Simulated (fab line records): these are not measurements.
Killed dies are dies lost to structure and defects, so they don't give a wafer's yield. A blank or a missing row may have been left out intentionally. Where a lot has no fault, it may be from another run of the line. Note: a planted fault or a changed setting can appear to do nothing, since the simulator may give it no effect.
fab line records	flow nandHarc
record lots=5	wafers=15	lastDay=24
route steps=1159 shown P_CONTACT@217 END@1159
lots with no fault: from the same line, run without faults
startH: hours from the record's first day to the start of the lot's first wafer shown	waitH: hours since the lot's step before	" same as the row above	L1.1+2: a row that stands for several wafers	- value missing, or start not given	* or withheld: withheld	< > ~ a bound
route shown NAME@n: names a module that has steps shown in the file, with the first one's number in the route	usual: mean/standard deviation of fault-free wafers	same: alike in all rows	chamber/n: place in a boat	sites: the reading at each site	_std_site: the standard deviation of these	_edge_site: inner sites' mean taken away from outer sites' mean	radiusMm: how far each site lies from the wafer's centre	mask NAME#n: copy n	behind: the most recent tool/chamber to have shaped the wafer	hold: reason for holding the lot/hours on hold/outcome of the hold	device: the transistor (n, p or np) that didn't switch	end of line: tests run on the same wafers once the route is complete	for a step that has no rows: nothing shown but its recipe	killed: dies lost to structure and defects at the first sort, not the wafer's yield	map: a wafer's dies, x killed, . not, _ none there
set.NAME: the setting the step ran with; set.NAME@STEP: the setting that earlier step ran with	model.NAME: the simulator's own value behind a step, which no gauge read
lots seen at some steps along the route; tables by step, rows by wafer
services: from which hour (startH, from the record's first day; less than 0 if before it) a tool's chamber was out of use, for how many hours, and why
## steps
# step NHARC_P_CONTACT_DEP_30
# recipe targetThkA=300	tempC=400	targetThkNm=30	flowSccm=200	rfW=450	material=SiNx
# usual heaterPowerW=714/110
lot.wafer	tool	chamber	startH	waitH	heaterPowerW
L465.3	pecvd-04	1	107.71	0.1	769
L465.4	"	1	"	"	768
L465.6	"	0	"	"	738
L473.3	pecvd-03	0	152.04	0.1	609
L473.2	"	1	"	"	691
L473.4	"	0	"	"	614
L479.1	pecvd-04	0	190.56	0.1	740
L479.2	"	1	"	"	760
L479.4	"	1	"	"	771
L478.3	pecvd-02	2	196.97	0.1	610
L478.2	"	1	"	"	715
L478.5	"	1	"	"	702
L488.3	pecvd-04	0	254.19	0.1	794
L488.2	"	2	"	"	833
L488.6	"	0	"	"	794
# step NHARC_P_CONTACT_DEP_00
# recipe targetThkA=5000	tempC=400	pressureTorr=6.5	rfW=900	teosFlowSccm=161.4	flowSccm=2650	targetThkNm=500	gas=O2	material=SiO2
# usual heaterPowerW=554/110	throttleValvePct=15.6/0.51
lot.wafer	tool	chamber	startH	waitH	heaterPowerW	throttleValvePct
L465.3	pecvd-04	1	-	-	773	15.1
L465.4	"	1	"	"	592	15.0
L465.6	"	0	"	"	599	16.0
L473.3	pecvd-03	0	-	-	368	15.5
L473.2	"	1	"	"	525	16.1
L473.4	"	0	"	"	392	15.3
L479.1	pecvd-04	0	-	-	607	16.5
L479.2	"	1	"	"	756	15.5
L479.4	"	1	"	"	759	15.4
L478.3	pecvd-02	2	-	-	490	15.6
L478.2	"	1	"	"	700	15.4
L478.5	"	1	"	"	527	15.3
L488.3	pecvd-04	0	-	-	626	15.7
L488.2	"	2	"	"	608	15.9
L488.6	"	0	"	"	650	15.7
# step NHARC_P_CONTACT_CMP_01
# recipe targetThkNm=200	material=SiO2
# usual motorCurrentA=11.9/1.2
lot.wafer	tool	chamber	startH	waitH	motorCurrentA
L465.4	cmp-03	1	108.44	-	11.5
L465.3	"	2	"	"	10.3
L465.6	"	1	"	"	10.9
L473.3	cmp-03	1	152.78	-	10.7
L473.4	"	2	"	"	10.7
L473.2	"	3	"	"	12.4
L479.4	cmp-02	3	191.27	-	11.3
L479.2	"	0	"	"	12.6
L479.1	"	2	"	"	10.9
L478.2	cmp-03	3	197.68	-	13.0
L478.3	"	2	"	"	11.2
L478.5	"	0	"	"	10.7
L488.2	cmp-01	2	254.95	-	11.9
L488.3	"	3	"	"	11.8
L488.6	"	1	"	"	15.1
# step NHARC_P_CONTACT_SRD_03
# step NHARC_P_CONTACT_DEHYDRATE_04
# recipe tempC=150	timeS=120
# step NHARC_P_CONTACT_HMDS_05
# recipe timeS=30
# step NHARC_P_CONTACT_COAT_33
# recipe tempC=260	timeS=75
# step NHARC_P_CONTACT_COAT_34
# recipe tempC=225	timeS=65
# step NHARC_P_CONTACT_COAT_06
# recipe spinRpm=1500	resistThkNm=90
# step NHARC_P_CONTACT_SOFTBAKE_07
# recipe tempC=105	timeS=55
# step NHARC_P_CONTACT_EBR_08
# step NHARC_P_CONTACT_EXPOSE_09
# recipe na=1.35	targetCdNm=90	doseMj=81.26	maskId=P_CA
lot.wafer	tool	chamber	startH	waitH	mask
L465.3+4+6	arfiScanner-01	0	109.12	-	P_CA#0
L473.2+3+4	arfiScanner-03	0	153.45	-	P_CA#0
L479.1+2+4	arfiScanner-01	0	191.98	-	P_CA#0
L478.2+3+5	arfiScanner-03	0	198.38	-	P_CA_R1#0
L488.2+3+6	arfiScanner-01	0	255.63	-	P_CA#0
# step NHARC_P_CONTACT_PEB_10
# recipe pebTempC=100	pebTimeS=65
# step NHARC_P_CONTACT_DEVELOP_11
# recipe developTimeS=35	devTempC=23
# step NHARC_P_CONTACT_CD_MEAS_12
# recipe targetCdNm=90	landingEnergyEv=500
# usual cdNm=90.4/0.57
lot.wafer	tool	chamber	startH	waitH	cdNm
L465.3	cdSem-02	0	109.25	-	90.6
L465.4	"	0	"	"	91.9
L465.6	"	0	"	"	91.0
L473.2	cdSem-03	0	153.59	-	90.7
L473.3	"	0	"	"	90.5
L473.4	"	0	"	"	90.6
L479.1	cdSem-01	0	192.12	-	90.3
L479.2	"	0	"	"	89.8
L479.4	"	0	"	"	89.9
L478.2	cdSem-03	0	198.51	-	76.4
L478.3	"	0	"	"	75.7
L478.5	"	0	"	"	75.5
L488.2	cdSem-03	0	255.77	-	90.5
L488.3	"	0	"	"	91.3
L488.6	"	0	"	"	91.0
# step NHARC_P_CONTACT_OVL_MEAS_13
# usual overlayXNm=0.1/0.57	overlayYNm=0.2/0.66
lot.wafer	tool	chamber	startH	waitH	overlayXNm	overlayYNm
L465.3	overlay-02	-	109.34	-	-1.1	0.0
L465.4	"	-	"	"	-1.2	-0.2
L465.6	"	-	"	"	-1.6	-0.3
L473.2	overlay-02	-	153.67	-	0.7	-0.9
L473.3	"	-	"	"	-0.1	-1.1
L473.4	"	-	"	"	0.4	-0.4
L479.1	overlay-02	-	192.21	-	0.4	-0.1
L479.2	"	-	"	"	0.5	-0.5
L479.4	"	-	"	"	0.9	-0.4
L478.2	overlay-01	-	198.60	-	0.2	-0.7
L478.3	"	-	"	"	-0.1	-0.2
L478.5	"	-	"	"	0.0	-0.7
L488.2	overlay-02	-	255.87	-	1.1	0.5
L488.3	"	-	"	"	1.1	0.5
L488.6	"	-	"	"	0.2	0.3
# step NHARC_P_CONTACT_INSPECT_14
# usual rawDefectCount=3.6/2
lot.wafer	tool	chamber	startH	waitH	rawDefectCount
L465.3	defectInspect-01	-	109.39	0.1	7
L465.4	"	-	"	"	5
L465.6	"	-	"	"	9
L473.2	defectInspect-01	-	153.71	0.0	5
L473.3	"	-	"	"	3
L473.4	"	-	"	"	2
L479.1	defectInspect-01	-	192.25	0.0	1
L479.2	"	-	"	"	2
L479.4	"	-	"	"	3
L478.2	defectInspect-01	-	198.64	0.0	7
L478.3	"	-	"	"	0
L478.5	"	-	"	"	4
L488.2	defectInspect-01	-	255.90	0.0	3
L488.3	"	-	"	"	0
L488.6	"	-	"	"	3
# step NHARC_P_CONTACT_DESCUM_17
# recipe timeS=3	o2FlowSccm=200	arFlowSccm=0	biasPowerW=0	chemistry=O2
# usual drypumpMotorCurrentA=5.77/0.28	o2FlowSccm=200.0/0.58	oesProductAu=1.000/0.0073	rfVppV=57.9/0.94	showerheadPlenumPTorr=1.92/0.075	throttleValvePct=11.312/0.008
lot.wafer	tool	chamber	startH	waitH	drypumpMotorCurrentA	o2FlowSccm	oesProductAu	rfHoursCounterH	rfVppV	showerheadPlenumPTorr	throttleValvePct	model.P_CONTACT.cdNm
L465.4	rieDiel-08	1	109.45	0.1	5.50	199.4	0.995	17	58.6	1.92	11.302	91.94
L465.3	"	2	"	"	5.77	200.3	0.989	17	56.1	1.96	11.315	90.55
L465.6	"	1	"	"	5.51	200.0	1.002	-	57.0	1.92	11.317	90.56
L473.3	rieDiel-08	3	153.77	0.1	5.52	200.4	1.008	3	58.7	1.85	11.314	90.31
L473.2	"	0	"	"	5.82	200.3	1.007	3	57.5	1.97	11.309	90.31
L473.4	"	0	"	"	5.82	200.0	0.992	-	59.3	1.97	11.318	90.38
L479.4	rieDiel-08	2	192.31	0.1	5.75	199.8	0.987	4	57.3	1.96	11.315	89.63
L479.2	"	0	"	"	5.83	199.1	0.994	7	58.5	1.97	11.299	89.64
L479.1	"	1	"	"	5.51	199.9	0.997	7	57.5	1.92	11.317	90.34
L478.2	rieDiel-04	3	198.70	0.1	6.01	200.2	1.000	7	59.7	2.04	11.316	76.34
L478.3	"	0	"	"	5.59	200.0	0.990	6	57.3	1.80	11.316	75.63
L478.5	"	2	"	"	6.25	199.8	0.996	-	56.8	1.93	11.312	75.87
L488.3	rieDiel-04	3	255.97	0.1	6.03	200.1	1.008	12	58.1	2.04	11.317	90.93
L488.2	"	0	"	"	5.54	200.6	1.006	11	57.0	1.80	11.314	90.5
L488.6	"	2	"	"	6.26	199.1	1.006	-	58.1	1.93	11.314	91.16
# step NHARC_P_CONTACT_ETCH_35
# recipe targetDepthA=390	overEtchFrac=0.3	timeS=65	ionEnergyEv=80	cf4FlowSccm=150	arFlowSccm=0	rfW=300	biasW=100	chemistry=CF4
# step NHARC_P_CONTACT_ETCH_36
# recipe targetDepthA=2600	overEtchFrac=0.25	timeS=406.25	ionEnergyEv=200	n2FlowSccm=150	h2FlowSccm=150	arFlowSccm=0	rfW=400	biasW=150	chemistry=N2/H2
# usual drypumpMotorCurrentA=5.77/0.28	oesProductAu=1.001/0.0076	rfVppV=430.7/2.4	showerheadPlenumPTorr=2.04/0.08	throttleValvePct=14.172/0.0091
lot.wafer	tool	chamber	startH	waitH	drypumpMotorCurrentA	oesProductAu	rfHoursCounterH	rfVppV	showerheadPlenumPTorr	throttleValvePct
L465.3	rieDiel-08	1	-	-	5.51	0.995	17	431.6	2.05	14.182
L465.4	"	3	"	"	5.52	1.001	15	428.7	1.97	14.164
L465.6	"	1	"	"	5.51	1.000	-	431.2	2.05	14.150
L473.2	rieDiel-08	3	-	-	5.53	0.990	3	430.5	1.97	14.170
L473.3	"	0	"	"	5.84	0.993	3	433.3	2.10	14.161
L473.4	"	0	"	"	5.85	0.988	-	432.5	2.10	14.154
L479.2	rieDiel-08	1	-	-	5.50	1.000	7	431.7	2.05	14.164
L479.1	"	2	"	"	5.75	1.001	4	432.8	2.09	14.153
L479.4	"	0	"	"	5.80	0.997	7	432.1	2.10	14.172
L478.2	rieDiel-04	2	-	-	6.29	1.014	7	431.4	2.06	14.169
L478.3	"	3	"	"	6.00	1.007	7	434.1	2.18	14.151
L478.5	"	3	"	"	6.02	1.010	-	435.6	2.18	14.193
L488.2	rieDiel-04	1	-	-	5.68	1.004	11	429.2	2.00	14.180
L488.3	"	0	"	"	5.58	1.002	11	427.4	1.91	14.169
L488.6	"	1	"	"	5.70	0.999	-	429.5	2.00	14.151
# step NHARC_P_CONTACT_ETCH_18
# recipe targetDepthA=4810	timeS=240.5	c4f8FlowSccm=20	o2FlowSccm=10	arFlowSccm=withheld	rfW=600	biasW=1500	chemistry=C4F8/O2/Ar
# usual oesProductAu=0.960/0.017	rfVppV=978/5.4
lot.wafer	tool	chamber	startH	waitH	oesProductAu	rfHoursCounterH	rfVppV
L465.3	rieDiel-08	0	-	-	0.968	18	983
L465.4	"	1	"	"	0.946	18	979
L465.6	"	3	"	"	0.967	-	974
L473.2	rieDiel-08	1	-	-	0.950	3	979
L473.3	"	3	"	"	0.969	3	974
L473.4	"	0	"	"	0.955	-	981
L479.1	rieDiel-08	2	-	-	0.961	4	980
L479.4	"	3	"	"	0.960	7	974
L479.2	"	0	"	"	0.976	7	980
L478.3	rieDiel-04	3	-	-	0.973	8	987
L478.2	"	2	"	"	0.973	7	979
L478.5	"	3	"	"	0.952	-	987
L488.3	rieDiel-04	1	-	-	0.977	11	976
L488.2	"	3	"	"	0.963	12	989
L488.6	"	0	"	"	0.982	-	970
# step NHARC_P_CONTACT_STRIP_37
# recipe c4f8FlowSccm=withheld	o2FlowSccm=8	arFlowSccm=withheld	biasW=0	chemistry=C4F8/O2/Ar
# step NHARC_P_CONTACT_ETCH_31
# recipe targetDepthA=300	timeS=85.7	ionEnergyEv=120	overEtchFrac=1	ch3fFlowSccm=50	o2FlowSccm=30	arFlowSccm=200	rfW=500	biasW=100	chemistry=CH3F/O2
# usual drypumpMotorCurrentA=5.76/0.28	o2FlowSccm=30.01/0.084	oesProductAu=0.980/0.013	rfVppV=244.5/1.5	showerheadPlenumPTorr=2.46/0.096	throttleValvePct=20.664/0.0091
lot.wafer	tool	chamber	startH	waitH	drypumpMotorCurrentA	o2FlowSccm	oesProductAu	rfHoursCounterH	rfVppV	showerheadPlenumPTorr	throttleValvePct	model.P_CONTACT.cdNm
L465.4	rieDiel-08	3	-	-	5.49	29.96	0.977	15	243.0	2.38	20.668	90.59
L465.3	"	2	"	"	5.76	29.91	0.971	17	246.0	2.52	20.652	90.79
L465.6	"	0	"	"	5.84	30.10	0.982	-	245.2	2.53	20.654	90.03
L473.3	rieDiel-08	1	-	-	5.50	30.04	0.989	3	244.2	2.47	20.660	90.5
L473.2	"	3	"	"	5.51	30.09	0.998	3	243.0	2.38	20.653	89.58
L473.4	"	3	"	"	5.51	30.13	0.997	-	242.8	2.38	20.691	89.42
L479.1	rieDiel-08	3	-	-	5.51	30.04	0.968	8	244.2	2.38	20.666	91.25
L479.4	"	1	"	"	5.51	30.11	0.977	7	243.2	2.47	20.665	89.85
L479.2	"	2	"	"	5.74	29.95	0.974	4	244.3	2.51	20.672	89.24
L478.2	rieDiel-04	1	-	-	5.69	29.98	0.982	6	245.7	2.42	20.664	76.97
L478.3	"	2	"	"	6.29	30.04	0.971	7	245.7	2.48	20.658	75.6
L478.5	"	0	"	"	5.56	29.99	0.987	-	243.1	2.32	20.662	75.44
L488.3	rieDiel-04	0	-	-	5.54	29.91	0.996	11	243.2	2.31	20.674	91.18
L488.2	"	1	"	"	5.69	30.03	0.988	11	244.1	2.42	20.680	91.37
L488.6	"	2	"	"	6.24	30.02	0.978	-	245.7	2.48	20.659	93.16
# step NHARC_P_CONTACT_CD_MEAS_19
# usual cdNm=90.3/1.1
lot.wafer	tool	chamber	startH	waitH	cdNm
L465.3	cdSem-03	-	110.33	-	90.6
L465.4	"	-	"	"	90.8
L465.6	"	-	"	"	90.0
L473.2	cdSem-03	-	154.80	-	89.4
L473.3	"	-	"	"	90.6
L473.4	"	-	"	"	89.5
L479.1	cdSem-01	-	193.18	-	91.3
L479.2	"	-	"	"	88.9
L479.4	"	-	"	"	89.8
L478.2	cdSem-02	-	199.57	-	76.8
L478.3	"	-	"	"	75.6
L478.5	"	-	"	"	75.2
L488.2	cdSem-03	-	256.84	-	91.3
L488.3	"	-	"	"	91.1
L488.6	"	-	"	"	93.4
# step NHARC_END_SORT_01
# recipe tempC=25
# usual killedAtArray=26/8.6	killedAtOther=0.7/0.97	killedAtPeriphery=3.2/2.2	killedDies=30/8.9	killedOpen=3.1/1.8	killedShort=2.2/1.8
# same grossDies=677
lot.wafer	tool	chamber	startH	waitH	killedAtArray	killedAtOther	killedAtPeriphery	killedDies	killedOpen	killedShort
L479.1	prober-02	0	512.18	2.5	36	0	3	39	2	2
L479.2	prober-02	0	512.97	2.8	51	0	1	52	4	0
L479.4	prober-02	0	514.55	3.4	37	1	0	38	5	0
L478.2	prober-02	0	533.53	2.8	25	0	112	137	6	2
L478.3	prober-02	0	534.32	3.1	33	0	188	221	4	3
L478.5	prober-02	0	535.91	3.7	17	0	182	199	3	7
# killed by level:class
L479.1 A_CHANNEL_HOLE_D1:chamberFilmFlake=17 A_SLIT:chamberFilmFlake=10 A_CONTACT:chamberFilmFlake=4 P_CONTACT:geometricParticle:open=1 P_M0:geometricParticle:short=1 A_CHANNEL_HOLE_D1:geometricParticle:short=1 A_CONTACT:geometricParticle:open=1 P_BONDPAD:chamberFilmFlake=1
L479.2 A_CHANNEL_HOLE_D1:chamberFilmFlake=21 A_SLIT:chamberFilmFlake=20 A_M0:geometricParticle:open=2 A_STAIRCASE:chamberFilmFlake=2 A_CONTACT:chamberFilmFlake=2 P_CONTACT:geometricParticle:open=1 A_CHANNEL_HOLE_D1:geometricParticle:open=1 A_BONDPAD:chamberFilmFlake=1
L479.4 A_CHANNEL_HOLE_D1:chamberFilmFlake=17 A_SLIT:chamberFilmFlake=10 A_WL_FILL:geometricParticle:open=4 A_STAIRCASE:chamberFilmFlake=2 A_CONTACT:chamberFilmFlake=2 A_CONTACT:geometricParticle:open=1 A_WL_FILL:chamberFilmFlake=1 THIN_TSV:chamberFilmFlake=1
L478.2 P_CONTACT:areaExpose=110 A_SLIT:chamberFilmFlake=15 P_CONTACT:geometricParticle:open=2 A_WL_FILL:geometricParticle:short=2 A_CHANNEL_HOLE_D1:chamberFilmFlake=2 A_CHANNEL_FILL_D1:geometricParticle:open=1 A_WL_FILL:geometricParticle:open=1 A_CONTACT:geometricParticle:open=1
L478.3 P_CONTACT:areaExpose=184 A_SLIT:chamberFilmFlake=17 A_CHANNEL_HOLE_D1:chamberFilmFlake=8 P_CONTACT:geometricParticle:short=2 A_CONTACT:chamberFilmFlake=2 A_STAIRCASE:geometricParticle:open=1 A_SGD_CUT:geometricParticle:short=1 A_SGD_CUT:geometricParticle:open=1
L478.5 P_CONTACT:areaExpose=178 A_SLIT:chamberFilmFlake=6 P_M1:geometricParticle:short=3 A_CHANNEL_HOLE_D1:geometricParticle:short=2 A_WL_FILL:geometricParticle:short=2 A_CHANNEL_HOLE_D1:chamberFilmFlake=2 A_WL_FILL:geometricParticle:open=1 A_M1:geometricParticle:open=1
# map L478.3 (x killed, . not)
____________.____________
_________......._________
_______.........x._______
______.........x...______
_____....x...x..x..._____
____.........x.......____
____.....x...xxxxxx..____
___.......xx..xx..x...___
___.........x..x......___
__..........x.x.x.x....__
__....x.x.xx..xx...xx..__
_.......xx..xxx.xx...x.._
_........xxxx.xxx.x....._
_..x...x.xxx.xxxx..x...._
_....x.xx..x.xxx........_
_....xxxx.xxxxx.xx.xxxx._
........xxxxxx.xx.xxxx...
......x.x..xxxxxxxx..x...
.....xx..x.xxxxxxxx.x.x.x
..........xxxxxxxxxxx.xx.
.....x.x.xxxxxxxx..xx....
_......xxx.xxxxxxxxx...._
_........xx..x.xx......._
_...x.x.x...x.x..xx...x._
_......xxxxxxx.xxx......_
_....x.x.x......x......._
__...x....x...x........__
__....x.xx...xx..x.x...__
___........x..xx....x.___
___..x......xxx.x....x___
____.....xxxx........____
____.........xx......____
_____x.....xxxx....._____
______....x..xx....______
_______.x....xx..._______
_________...xx.._________
____________x____________
# map L473.3 (x killed, . not)
____________.____________
_________......._________
_______..........._______
______....x........______
_____..............._____
____.....x...........____
____.................____
___...............x...___
___.x.......x.x.......___
__.......x.....x.......__
__.......x..x..........__
_......................._
_............x.........._
_.......x..............._
_......................._
_......................._
.........................
.........................
.........................
.........................
.....x...................
_......................._
_.................x....._
_......................._
_......................._
_.....x................._
__...x.................__
__.....................__
___....x..............___
___.xxxxxx............___
____.................____
____...x.x...........____
_____.xxx..........._____
______.xxx.........______
_______..........._______
_________......._________
____________.____________
## services
tool	chamber	startH	hours	kind
cmp-01	-	91.64	0.7	repair
pecvd-04	-	93.07	8.5	repair
pecvd-03	-	111.14	13.0	pm
rieDiel-04	-	112.13	9.0	pm
pecvd-04	-	113.62	0.2	repair
cmp-01	-	114.28	10.4	repair
rieDiel-08	-	124.80	9.0	pm
cmp-02	-	130.50	4.0	pm
pecvd-03	1	135.07	7.9	repair
arfiScanner-03	-	140.40	4.0	pm
rieDiel-08	2	142.47	13.4	repair
cmp-02	-	152.34	5.7	repair
pecvd-02	-	153.17	13.0	pm
cmp-03	-	156.00	4.0	pm
arfiScanner-03	-	176.80	0.3	repair
arfiScanner-03	-	179.50	5.3	repair
cmp-01	-	179.51	4.0	pm
arfiScanner-01	-	196.00	4.0	pm
pecvd-04	-	205.99	13.0	pm
arfiScanner-03	-	240.35	4.0	repair
arfiScanner-03	-	245.13	0.7	repair
rieDiel-04	3	247.46	5.2	repair
cmp-03	-	254.00	4.0	pm
rieDiel-08	1	254.56	3.7	repair
## key
firstSign step=NHARC_P_CONTACT_EXPOSE_09	reading=mask	direction=changed
effect step=NHARC_P_CONTACT_CD_MEAS_12	reading=cdNm	direction=down	sigmas=25	usual=90.4	struck=75.9
effect step=NHARC_P_CONTACT_CD_MEAS_19	reading=cdNm	direction=down	sigmas=14	usual=90.3	struck=75.9
effect step=NHARC_END_SORT_01	reading=killedAtPeriphery	direction=up	sigmas=72	usual=3.2	struck=160.7
modelEffect step=NHARC_P_CONTACT_DESCUM_17	value=P_CONTACT.cdNm	without=90.55	struck=75.95
modelEffect step=NHARC_P_CONTACT_ETCH_31	value=P_CONTACT.cdNm	without=90.6	struck=76
moreKillsBornAt NHARC_P_CONTACT_EXPOSE_09@arfiScanner-03=472
metAt NHARC_P_CONTACT_EXPOSE_09
struckWafers L478.2,L478.3,L478.5
testerLeftOut L478
onsetBetween 153.45 198.38
fault kind=wrongMask	tool=any	chamber=-	onsetH=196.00	steps=NHARC_P_CONTACT_EXPOSE_09	auxCopy=P_CA_R1#0	cdOffsetNm=-14.598	scope=struckLotsOnly
# testerLeftOut: of these lots the tester's yield and bins aren't shown, on N5 and GAA mostly nor the transistor test; their killed dies are dies lost to structure and defects alone, not to doping, threshold or leakage, so they don't give the yield
